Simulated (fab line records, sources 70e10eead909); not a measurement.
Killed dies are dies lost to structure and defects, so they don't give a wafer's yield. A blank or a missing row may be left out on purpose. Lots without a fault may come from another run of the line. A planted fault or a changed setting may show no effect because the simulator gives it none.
A struck lot beside a sound one | flow nand_harc | 14 steps out of a route of 1302
Sound: wafers L686.3, L686.4, L686.5. Struck: wafers L690.1, L690.3, L690.5. The cause comes at the end.
At each step with rows: each side's tool, then ch and its chambers, then its first start. Under that, the readings that differ: sound wafers | struck wafers | difference of the means | sigmas: that difference in standard deviations of wafers without a fault.
alike: readings whose means differ by less than 2 such deviations, and words and numbers that are the same on both sides. not compared: withheld readings, readings that some wafer has no value for, bounds like >300 that may hide the same value, and numbers for which the record gives no deviation and whose values overlap.
The two part at a step that has a row with sigmas, a row that says differs or no value, or rows on one side only. Numbers that don't overlap but have no deviation are shown without sigmas and don't part them. A reading that every wafer of one side lacks parts them only if that side has two wafers or more.

NHARC_A_ONON_D1_THK_MEAS_34: measures by ellipsometry.
  sound on film_metro-02, day 10 19:35; struck on film_metro-01, day 12 09:08
  alike: thk_nm
NHARC_A_ONON_D1_INSPECT_32:
  sound on defect_inspect-01, day 10 19:39; struck on defect_inspect-01, day 12 09:14
  alike: raw_defect_count
NHARC_A_CHANNEL_HOLE_D1_DEP_00: deposits aC, target thk 3100 nm.
  sound on acl_dep-03 ch 0, day 10 21:51; struck on acl_dep-01 ch 0, day 12 11:53
  alike: throttle_valve_pct
NHARC_A_CHANNEL_HOLE_D1_DEP_01: deposits SiON, target thk 140 nm.
  sound on pecvd-03 ch 0,1,2, day 10 23:11; struck on pecvd-01 ch 0,1,2, day 12 13:50
  alike: heater_power_w
then, 7 steps without rows for these wafers: NHARC_A_CHANNEL_HOLE_D1_DEHYDRATE_02 (time 120 s); NHARC_A_CHANNEL_HOLE_D1_HMDS_03 (time 30 s); NHARC_A_CHANNEL_HOLE_D1_COAT_36 (time 75 s); NHARC_A_CHANNEL_HOLE_D1_COAT_37 (time 65 s); NHARC_A_CHANNEL_HOLE_D1_COAT_04 (resist thk 90 nm); NHARC_A_CHANNEL_HOLE_D1_SOFTBAKE_05 (time 55 s); NHARC_A_CHANNEL_HOLE_D1_EBR_06.
NHARC_A_CHANNEL_HOLE_D1_EXPOSE_07: exposes mask HOLE D1, target cd 100 nm.
  sound on arfi_scanner-01 ch 0, day 10 23:44; struck on arfi_scanner-02 ch 0, day 12 14:17
  reading              | sound          | struck         | difference | sigmas
  exposure_dose_mJ_cm2 | 59.6 59.6 59.6 | 61.7 61.6 61.6 | +2.0       | +6
  alike: mask
then, 2 steps without rows for these wafers: NHARC_A_CHANNEL_HOLE_D1_PEB_08 (peb time 65 s); NHARC_END_SORT_01.

WHERE THEY PART
Only at NHARC_A_CHANNEL_HOLE_D1_EXPOSE_07, within this record.

WHY: what the simulator had put in
Process parameter drift: arfi_scanner-02, from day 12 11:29 on, at NHARC_A_CHANNEL_HOLE_D1_EXPOSE_07. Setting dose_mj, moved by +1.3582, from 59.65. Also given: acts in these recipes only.
